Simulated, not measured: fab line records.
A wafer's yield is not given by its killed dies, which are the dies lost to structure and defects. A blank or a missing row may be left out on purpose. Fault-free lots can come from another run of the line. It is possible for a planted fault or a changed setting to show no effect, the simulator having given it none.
What tool caused it? + flow nand harc + route of 1302 steps, sampled at 1 step: 24 lots, 72 wafers

WHAT THE GAUGES SHOWED, per wafer
NHARC_A_CONTACT_CD_MEAS_08: the cd target is 200 nm.
| lot  | measured     | on        | cd nm (nm)        |
|------|--------------|-----------|-------------------|
| L076 | day 22 14:43 | cd sem-02 | 198.9 198.5 199.7 |
| L074 | day 22 15:52 | cd sem-01 | 200.2 200.9 200.4 |
| L075 | day 22 17:44 | cd sem-01 | 200.4 199.3 199.7 |
| L077 | day 24 01:20 | cd sem-02 | 200.7 201.4 200.9 |
| L079 | day 24 04:17 | cd sem-01 | 200.3 200.9 200.6 |
| L078 | day 24 06:08 | cd sem-01 | 201.1 201.2 199.5 |
| L080 | day 24 22:23 | cd sem-02 | 198.7 199.9 198.8 |
| L081 | day 25 21:41 | cd sem-03 | 200.4 199.9 200.6 |
| L082 | day 26 02:16 | cd sem-01 | 200.5 200.1 200.3 |
| L083 | day 26 05:02 | cd sem-01 | 199.4 199.3 199.7 |
| L084 | day 26 05:22 | cd sem-01 | 201.2 199.7 200.0 |
| L085 | day 26 18:51 | cd sem-02 | 199.1 200.0 198.5 |
| L086 | day 26 20:32 | cd sem-02 | 199.2 199.5 201.0 |
| L088 | day 27 21:23 | cd sem-03 | 200.4 200.8 200.8 |
| L089 | day 27 23:15 | cd sem-01 | 199.0 199.3 199.9 |
| L087 | day 28 04:15 | cd sem-01 | 200.4 200.5 200.6 |
| L091 | day 29 12:29 | cd sem-02 | 199.4 200.2 199.0 |
| L092 | day 29 16:08 | cd sem-01 | 199.6 199.4 199.9 |
| L090 | day 29 19:43 | cd sem-03 | 200.5 199.9 199.3 |
| L093 | day 30 06:33 | cd sem-01 | 200.0 200.1 199.8 |
| L097 | day 31 09:26 | cd sem-02 | 200.9 200.3 199.9 |
| L094 | day 31 14:01 | cd sem-02 | 199.9 199.1 199.0 |
| L095 | day 31 15:19 | cd sem-03 | 198.4 198.9 199.6 |
| L096 | day 31 21:00 | cd sem-01 | 199.4 199.9 199.9 |

WHAT TOOL EACH LOT RAN ON (gives the tool, then ch and the chambers of the sampled wafers, and finally the start)
No process step before these readings appears in the record.

AS READ BY THE TOOLS THEMSELVES (means over the sampled wafers that have a number; for cases with no such wafer, the mark the record gives instead)
The record holds no such reading with a usual standard deviation.

THE ANSWER, worked out from the rows above alone
Rule: usual is defined by the lots themselves. Put in order of their means at a reading, lots are off if they are a third of the lots or fewer, leave a main group of 4 or more, and stand apart from it by a gap of 3 or more times the standard deviation of the main group's means; of several such gaps the widest counts. The tables above print the reading to a certain number of digits; a main group whose means all agree to those digits is not used. Also off: a lot with no number at a reading for which 4 or more lots have one. Any other lot the step has rows for is counted as sound. The gauges are gone through in route order, then the tools' own readings, and for those a lot's mean is taken as printed above. The first step at which some lot is off is used, and at that step the reading that is off furthest; a lot without a number counts as furthest.
None of the lots is off at any reading shown; this tells nothing.

WHAT THE SIMULATOR HAD PUT IN
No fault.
